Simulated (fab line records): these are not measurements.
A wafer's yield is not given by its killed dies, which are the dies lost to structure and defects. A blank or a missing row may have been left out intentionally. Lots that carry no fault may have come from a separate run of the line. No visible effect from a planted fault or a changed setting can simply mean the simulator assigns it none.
What tool caused it?	flow n5_finfet	Sampling: 23 lots, 69 wafers, 6 of 1938 route steps

WHAT EACH GAUGE READ, for each wafer
The record lacks any reading of a measuring or inspecting step that a usual standard deviation could be used to judge.

WHICH TOOL RAN EACH LOT (tool, then ch and the chambers of the sampled wafers, then the start)
lot	N5_BEOL_M0_SAQP_DESCUM_19	N5_BEOL_M0_SAQP_ETCH_84	N5_BEOL_M0_SAQP_SPACER1_ETCHBACK_99	N5_BEOL_M0_SAQP_RECESS_104	N5_BEOL_M0_SAQP_ALD_48	N5_BEOL_M0_PRE_CLEAN_113
L074	rie_diel-06 ch 0,1,3, day 5 08:38	rie_diel-06 ch 0,1,3, day 5 08:43	rie_diel-02 ch 0,2,3, day 5 10:30	vapor_etch-01 ch 0,1, day 5 10:57	ald_sin-04 ch 0,3, day 5 13:20	pvd_sputter-01, day 6 07:28
L075	rie_diel-06 ch 1,2,3, day 5 14:34	rie_diel-06 ch 1,2,3, day 5 14:38	rie_diel-02 ch 0,1,2, day 5 15:56	vapor_etch-02 ch 0,1, day 5 16:23	ald_sin-01 ch 0,1,2, day 5 18:59	pvd_sputter-02, day 6 07:30
L077	rie_diel-06 ch 0,1,3, day 6 07:52	rie_diel-06 ch 0,1,3, day 6 07:56	rie_diel-05 ch 1,2,3, day 6 09:14	vapor_etch-01 ch 0,1, day 6 09:41	ald_sin-03 ch 0,1, day 6 13:11	pvd_sputter-01, day 6 17:41
L078	rie_diel-06 ch 1,2,3, day 6 08:16	rie_diel-06 ch 1,2,3, day 6 08:21	rie_diel-05 ch 0,3, day 6 09:40	vapor_etch-01 ch 0, day 6 10:14	ald_sin-04 ch 1,2, day 6 13:14	pvd_sputter-02, day 6 22:28
L080	rie_diel-06 ch 1,2, day 7 02:23	rie_diel-06 ch 1,2, day 7 02:28	rie_diel-06 ch 0,1, day 7 03:45	vapor_etch-01 ch 0,1, day 7 04:13	ald_sin-01 ch 0,1,2, day 7 06:33	pvd_sputter-02, day 7 11:49
L079	rie_diel-05 ch 0,1,3, day 7 07:26	rie_diel-05 ch 0,1,3, day 7 07:32	rie_diel-06 ch 1,2,3, day 7 08:58	vapor_etch-01 ch 0,1, day 7 09:32	ald_sin-04 ch 1,2,3, day 7 12:32	pvd_sputter-02, day 7 17:27
L082	rie_diel-06 ch 0,1,3, day 7 08:13	rie_diel-06 ch 0,1,3, day 7 08:19	rie_diel-06 ch 2,3, day 7 09:36	vapor_etch-02 ch 0,1, day 7 10:56	ald_sin-04 ch 0,1,3, day 7 13:07	pvd_sputter-02, day 7 16:49
L081	rie_diel-05 ch 0,1, day 7 09:32	rie_diel-05 ch 0,1, day 7 09:37	rie_diel-05 ch 1,2,3, day 7 11:32	vapor_etch-01 ch 0,1, day 7 12:15	ald_sin-01 ch 0,2,3, day 7 15:20	pvd_sputter-02, day 7 20:38
L083	rie_diel-06 ch 0,1,2, day 7 15:55	rie_diel-06 ch 0,1,2, day 7 16:00	rie_diel-06 ch 1,2, day 7 17:17	vapor_etch-01 ch 0,1, day 7 17:45	ald_sin-03 ch 1,2,3, day 7 21:57	pvd_sputter-01, day 8 00:43
L084	rie_diel-05 ch 0,2, day 8 00:49	rie_diel-05 ch 0,2, day 8 00:55	rie_diel-05 ch 0,1,2, day 8 02:12	vapor_etch-02 ch 1, day 8 02:40	ald_sin-03 ch 1,3, day 8 06:47	pvd_sputter-02, day 8 12:04
L085	rie_diel-05 ch 0,2,3, day 8 09:23	rie_diel-05 ch 0,2,3, day 8 09:28	rie_diel-05 ch 0,1,2, day 8 11:16	vapor_etch-01 ch 0,1, day 8 11:46	ald_sin-04 ch 0,1,2, day 8 15:33	pvd_sputter-03, day 8 19:34
L086	rie_diel-05 ch 0,2,3, day 8 13:42	rie_diel-05 ch 0,2,3, day 8 13:47	rie_diel-06 ch 0,1,3, day 8 15:14	vapor_etch-01 ch 0,1, day 8 15:51	ald_sin-04 ch 0,2,3, day 8 18:55	pvd_sputter-01, day 8 23:38
L087	rie_diel-02 ch 0,2,3, day 8 17:02	rie_diel-02 ch 0,2,3, day 8 17:07	rie_diel-02 ch 0,1,3, day 8 18:35	vapor_etch-02 ch 0,1, day 8 19:03	ald_sin-04 ch 2,3, day 8 22:31	pvd_sputter-01, day 9 01:59
L088	rie_diel-06 ch 2,3, day 8 19:49	rie_diel-06 ch 2,3, day 8 19:54	rie_diel-02 ch 0,1,2, day 8 21:38	vapor_etch-02 ch 0,1, day 8 22:05	ald_sin-03 ch 2,3, day 9 00:45	pvd_sputter-03, day 9 06:47
L089	rie_diel-05 ch 1,2,3, day 9 03:17	rie_diel-05 ch 1,2,3, day 9 03:22	rie_diel-05 ch 0,1,3, day 9 04:41	vapor_etch-02 ch 0,1, day 9 05:08	ald_sin-04 ch 0,2,3, day 9 07:43	pvd_sputter-02, day 9 12:25
L090	rie_diel-06 ch 0,1,3, day 9 13:50	rie_diel-06 ch 0,1,3, day 9 13:55	rie_diel-05 ch 0,2,3, day 9 15:23	vapor_etch-02 ch 0,1, day 9 15:58	ald_sin-04 ch 0,2, day 9 18:37	pvd_sputter-01, day 9 23:04
L091	rie_diel-06 ch 0,1,2, day 9 18:50	rie_diel-06 ch 0,1,2, day 9 18:56	rie_diel-05 ch 0,3, day 9 20:14	vapor_etch-01 ch 0,1, day 9 20:49	ald_sin-03 ch 1,3, day 9 23:26	pvd_sputter-03, day 10 02:33
L092	rie_diel-06 ch 1,3, day 9 22:44	rie_diel-06 ch 1,3, day 9 22:50	rie_diel-02 ch 0,2, day 10 00:22	vapor_etch-01 ch 0, day 10 00:50	ald_sin-01 ch 0,3, day 10 03:25	pvd_sputter-01, day 10 09:51
L093	rie_diel-02 ch 0,3, day 10 03:18	rie_diel-02 ch 0,3, day 10 03:23	rie_diel-06 ch 1,3, day 10 04:55	vapor_etch-01 ch 0,1, day 10 05:22	ald_sin-01 ch 1,3, day 10 07:35	pvd_sputter-02, day 10 13:25
L094	rie_diel-02 ch 0,2,3, day 10 15:05	rie_diel-02 ch 0,2,3, day 10 15:11	rie_diel-02 ch 1,2,3, day 10 17:19	vapor_etch-02 ch 0,1, day 10 17:46	ald_sin-03 ch 1,2,3, day 10 19:58	pvd_sputter-02, day 11 00:45
L095	rie_diel-06 ch 1,3, day 10 20:41	rie_diel-06 ch 1,3, day 10 20:47	rie_diel-02 ch 0,1,3, day 10 22:04	vapor_etch-02 ch 0,1, day 10 22:31	ald_sin-01 ch 1,2,3, day 11 00:53	pvd_sputter-01, day 11 10:57
L096	rie_diel-06 ch 1,3, day 10 21:20	rie_diel-06 ch 1,3, day 10 21:26	rie_diel-02 ch 1,3, day 10 22:43	vapor_etch-02 ch 0,1, day 10 23:10	ald_sin-03 ch 0,2, day 11 01:22	pvd_sputter-01, day 11 05:34
L097	rie_diel-05 ch 0,1,2, day 11 04:53	rie_diel-05 ch 0,1,2, day 11 04:58	rie_diel-05 ch 0,2,3, day 11 06:15	vapor_etch-02 ch 0,1, day 11 06:50	ald_sin-04 ch 0,1,2, day 11 09:06	pvd_sputter-01, day 11 15:40
- N5_BEOL_M0_SAQP_DESCUM_19: chemistry O2, time 7.9 s.
- N5_BEOL_M0_SAQP_ETCH_84: etches SOC in N2/H2, target depth 100 nm, overetch 20 nm, time 150 s.
- N5_BEOL_M0_SAQP_SPACER1_ETCHBACK_99: etches SiO2 in CHF3/O2, target depth 15.4 nm, time 7.7 s.
- N5_BEOL_M0_SAQP_RECESS_104: chemistry HF/NH3, target SiO2, target depth 18 nm, afs cycles 3, sublimation time 60 s.
- N5_BEOL_M0_SAQP_ALD_48: deposits SiO2, target thk 20 nm, pulse time 1 s, co reactant pulse time 1 s.
- N5_BEOL_M0_PRE_CLEAN_113: time 30 s.

WHAT THE TOOLS THEMSELVES READ (means of the sampled wafers that have a number; where no wafer has one, the mark that the record gives instead)
N5_BEOL_M0_SAQP_DESCUM_19. Usual: bias_power_w 20.00 W, standard deviation 0.058; drypump_motor_current_A 5.6 A, standard deviation 0.38; oes_product_au 0.77 a.u., standard deviation 0.074; rf_vpp_V 243.5 V, standard deviation 1.6; showerhead_plenum_p_Torr 2.11 Torr, standard deviation 0.078; throttle_valve_pct 20.39 %, standard deviation 0.19.
lot	tool	bias_power_w (W)	drypump_motor_current_A (A)	oes_product_au (a.u.)	rf_vpp_V (V)	showerhead_plenum_p_Torr (Torr)	throttle_valve_pct (%)	flag
L074	rie_diel-06	20.06	5.8	0.78	244.6	2.15	20.40	
L075	rie_diel-06	20.02	5.7	0.75	244.5	2.14	20.37	
L077	rie_diel-06	20.00	5.8	0.76	244.8	2.15	20.41	
L078	rie_diel-06	20.03	5.7	0.74	243.6	2.14	20.38	
L080	rie_diel-06	19.97	5.5	0.76	244.6	2.11	20.26	
L079	rie_diel-05	19.99	5.4	0.72	243.1	2.04	20.38	
L082	rie_diel-06	20.00	5.8	0.76	244.1	2.14	20.41	
L081	rie_diel-05	19.93	5.4	0.73	243.3	2.09	20.42	
L083	rie_diel-06	19.91	5.7	0.78	243.9	2.12	20.28	
L084	rie_diel-05	19.97	5.8	0.77	244.6	2.13	20.39	
L085	rie_diel-05	20.01	5.6	0.75	242.7	2.06	20.37	
L086	rie_diel-05	19.97	5.6	0.74	242.2	2.06	20.38	
L087	rie_diel-02	19.97	5.2	0.76	242.4	2.06	20.67	
L088	rie_diel-06	19.96	5.9	0.90	243.8	2.11	20.29	
L089	rie_diel-05	19.96	5.8	0.74	243.5	2.10	20.29	
L090	rie_diel-06	20.06	5.8	0.85	243.3	2.14	20.30	
L091	rie_diel-06	20.10	5.6	0.75	242.8	2.11	20.32	
L092	rie_diel-06	20.03	5.7	0.85	243.9	2.18	20.23	
L093	rie_diel-02	20.05	5.1	0.75	241.6	1.99	20.85	
L094	rie_diel-02	19.99	5.2	0.75	242.4	2.05	20.69	
L095	rie_diel-06	19.97	5.9	0.89	243.6	2.15	20.28	
L096	rie_diel-06	19.96	5.9	0.88	244.5	2.15	20.28	
L097	rie_diel-05	19.97	5.6	0.73	243.6	2.10	20.47	

N5_BEOL_M0_SAQP_ETCH_84. Usual: drypump_motor_current_A 5.6 A, standard deviation 0.38; oes_product_au 0.69 a.u., standard deviation 0.063; rf_vpp_V 524.6 V, standard deviation 2.5; showerhead_plenum_p_Torr 2.57 Torr, standard deviation 0.092; throttle_valve_pct 17.86 %, standard deviation 0.29.
lot	tool	drypump_motor_current_A (A)	oes_product_au (a.u.)	rf_vpp_V (V)	showerhead_plenum_p_Torr (Torr)	throttle_valve_pct (%)	flag
L074	rie_diel-06	5.8	0.70	526.0	2.62	17.83	
L075	rie_diel-06	5.7	0.67	524.4	2.59	17.71	
L077	rie_diel-06	5.8	0.70	525.6	2.62	17.83	
L078	rie_diel-06	5.7	0.68	525.7	2.59	17.72	
L080	rie_diel-06	5.6	0.69	525.4	2.56	17.61	
L079	rie_diel-05	5.4	0.67	522.3	2.51	17.89	
L082	rie_diel-06	5.8	0.69	525.4	2.62	17.86	
L081	rie_diel-05	5.4	0.65	524.5	2.58	18.01	
L083	rie_diel-06	5.6	0.70	525.5	2.58	17.73	
L084	rie_diel-05	5.8	0.69	524.8	2.60	17.96	
L085	rie_diel-05	5.6	0.67	523.5	2.52	17.88	
L086	rie_diel-05	5.6	0.67	523.4	2.52	17.89	
L087	rie_diel-02	5.2	0.67	522.7	2.50	18.20	
L088	rie_diel-06	5.9	0.80	524.9	2.57	17.68	
L089	rie_diel-05	5.8	0.67	524.9	2.59	17.95	
L090	rie_diel-06	5.8	0.76	525.1	2.61	17.74	
L091	rie_diel-06	5.6	0.69	525.1	2.57	17.78	
L092	rie_diel-06	5.7	0.77	527.0	2.63	17.48	
L093	rie_diel-02	5.1	0.65	520.8	2.42	18.35	
L094	rie_diel-02	5.2	0.66	522.2	2.50	18.22	
L095	rie_diel-06	5.9	0.79	525.9	2.61	17.59	
L096	rie_diel-06	5.8	0.79	526.1	2.61	17.59	
L097	rie_diel-05	5.6	0.65	523.9	2.57	18.02	

N5_BEOL_M0_SAQP_SPACER1_ETCHBACK_99. Usual: drypump_motor_current_A 5.6 A, standard deviation 0.47; oes_ar_750_au 0.76 a.u., standard deviation 0.061; oes_product_au 0.76 a.u., standard deviation 0.063; rf_vpp_V 532 V, standard deviation 15; showerhead_plenum_p_Torr 2.41 Torr, standard deviation 0.098; throttle_valve_pct 18.93 %, standard deviation 0.21.
lot	tool	drypump_motor_current_A (A)	oes_ar_750_au (a.u.)	oes_product_au (a.u.)	rf_vpp_V (V)	showerhead_plenum_p_Torr (Torr)	throttle_valve_pct (%)	flag
L074	rie_diel-02	5.2	0.76	0.76	539	2.36	19.03	
L075	rie_diel-02	5.4	0.75	0.76	532	2.43	18.91	
L077	rie_diel-05	5.8	0.78	0.76	519	2.46	18.90	
L078	rie_diel-05	5.5	0.76	0.76	533	2.32	18.86	
L080	rie_diel-06	5.7	0.81	0.80	537	2.45	18.85	
L079	rie_diel-06	5.7	0.76	0.74	528	2.47	18.87	
L082	rie_diel-06	5.7	0.72	0.70	523	2.43	19.02	
L081	rie_diel-05	5.8	0.77	0.76	518	2.45	18.91	
L083	rie_diel-06	5.5	0.81	0.79	526	2.47	18.60	
L084	rie_diel-05	5.5	0.75	0.75	524	2.45	18.98	
L085	rie_diel-05	5.6	0.74	0.74	525	2.44	18.99	
L086	rie_diel-06	5.8	0.87	0.86	535	2.47	18.79	
L087	rie_diel-02	5.6	0.77	0.79	548	2.37	19.02	
L088	rie_diel-02	5.4	0.73	0.74	532	2.42	18.95	
L089	rie_diel-05	5.5	0.73	0.72	528	2.37	19.01	
L090	rie_diel-05	5.6	0.75	0.75	530	2.38	18.90	
L091	rie_diel-05	5.5	0.73	0.73	532	2.31	18.90	
L092	rie_diel-02	4.9	0.69	0.71	524	2.40	19.00	
L093	rie_diel-06	5.9	0.90	0.91	534	2.48	18.75	
L094	rie_diel-02	5.7	0.76	0.78	542	2.43	18.89	
L095	rie_diel-02	5.7	0.75	0.77	547	2.37	19.05	
L096	rie_diel-02	5.9	0.78	0.81	558	2.39	18.98	
L097	rie_diel-05	5.6	0.74	0.74	529	2.38	18.92	

N5_BEOL_M0_SAQP_RECESS_104. Usual: drypump_motor_current_A 5.6 A, standard deviation 0.67; foreline_p_Torr 0.1279 Torr, standard deviation 0.00044.
lot	tool	drypump_motor_current_A (A)	foreline_p_Torr (Torr)	flag
L074	vapor_etch-01	5.4	0.1282	
L075	vapor_etch-02	5.7	0.1277	
L077	vapor_etch-01	5.4	0.1281	
L078	vapor_etch-01	4.9	0.1274	
L080	vapor_etch-01	5.4	0.1282	
L079	vapor_etch-01	5.9	0.1279	
L082	vapor_etch-02	5.3	0.1281	
L081	vapor_etch-01	5.4	0.1274	
L083	vapor_etch-01	5.4	0.1281	
L084	vapor_etch-02	5.0	0.1282	
L085	vapor_etch-01	5.4	0.1283	
L086	vapor_etch-01	5.4	0.1276	
L087	vapor_etch-02	5.7	0.1282	
L088	vapor_etch-02	5.7	0.1279	
L089	vapor_etch-02	5.7	0.1277	
L090	vapor_etch-02	5.3	0.1282	
L091	vapor_etch-01	5.9	0.1279	
L092	vapor_etch-01	4.9	0.1278	
L093	vapor_etch-01	5.4	0.1278	
L094	vapor_etch-02	5.7	0.1279	
L095	vapor_etch-02	5.7	0.1283	
L096	vapor_etch-02	5.3	0.1281	
L097	vapor_etch-02	5.3	0.1275	

N5_BEOL_M0_SAQP_ALD_48. Usual: chamber_pressure_Torr 2.000 Torr, standard deviation 0.0046; heater_power_w 82 W, standard deviation 5.5; precursor_pulse_height_rel 1.001, standard deviation 0.021.
lot	tool	chamber_pressure_Torr (Torr)	heater_power_w (W)	precursor_pulse_height_rel	flag
L074	ald_sin-04	2.003	79	1.007	
L075	ald_sin-01	2.000	79	0.995	
L077	ald_sin-03	2.001	86	1.007	
L078	ald_sin-04	1.999	88	1.001	
L080	ald_sin-01	2.005	78	1.000	
L079	ald_sin-04	2.001	84	1.003	
L082	ald_sin-04	2.000	81	0.993	
L081	ald_sin-01	2.001	78	1.029	
L083	ald_sin-03	1.999	82	0.979	
L084	ald_sin-03	1.995	86	0.997	
L085	ald_sin-04	2.002	85	1.000	
L086	ald_sin-04	1.999	79	0.990	
L087	ald_sin-04	2.000	80	0.998	
L088	ald_sin-03	2.002	79	1.002	
L089	ald_sin-04	1.999	80	1.002	
L090	ald_sin-04	2.000	82	1.002	
L091	ald_sin-03	2.003	84	1.009	
L092	ald_sin-01	1.999	75	0.990	
L093	ald_sin-01	2.001	83	0.978	
L094	ald_sin-03	2.004	80	0.990	
L095	ald_sin-01	2.000	83	1.028	
L096	ald_sin-03	2.008	80	0.993	
L097	ald_sin-04	2.001	85	1.024	

N5_BEOL_M0_PRE_CLEAN_113. Usual: 316 W for heater_power_w, sd 30.
lot	tool	heater_power_w (W)	flag
L074	pvd_sputter-01	325	
L075	pvd_sputter-02	290	
L077	pvd_sputter-01	305	
L078	pvd_sputter-02	315	
L080	pvd_sputter-02	320	
L079	pvd_sputter-02	313	
L082	pvd_sputter-02	309	
L081	pvd_sputter-02	316	
L083	pvd_sputter-01	330	
L084	pvd_sputter-02	279	
L085	pvd_sputter-03	301	
L086	pvd_sputter-01	313	
L087	pvd_sputter-01	322	
L088	pvd_sputter-03	320	
L089	pvd_sputter-02	312	
L090	pvd_sputter-01	338	
L091	pvd_sputter-03	318	
L092	pvd_sputter-01	315	
L093	pvd_sputter-02	287	
L094	pvd_sputter-02	299	
L095	pvd_sputter-01	331	
L096	pvd_sputter-01	315	
L097	pvd_sputter-01	332	

THE ANSWER, worked out from the rows above alone
Rule: lot off if the mean of its wafers having a number is beyond 3 standard deviations from the usual mean. Also off: a lot with no number at a reading for which 4 or more lots have one. All remaining lots with rows at the step are treated as sound. First the gauges in route order, then the tools' own readings, where a lot's mean is used as printed above. The first step at which some lot is off is used, and at that step the reading that is off furthest; a lot without a number counts as furthest.
Nothing can be told from this: no lot is off at any reading shown.

WHAT WAS PUT IN BY THE SIMULATOR
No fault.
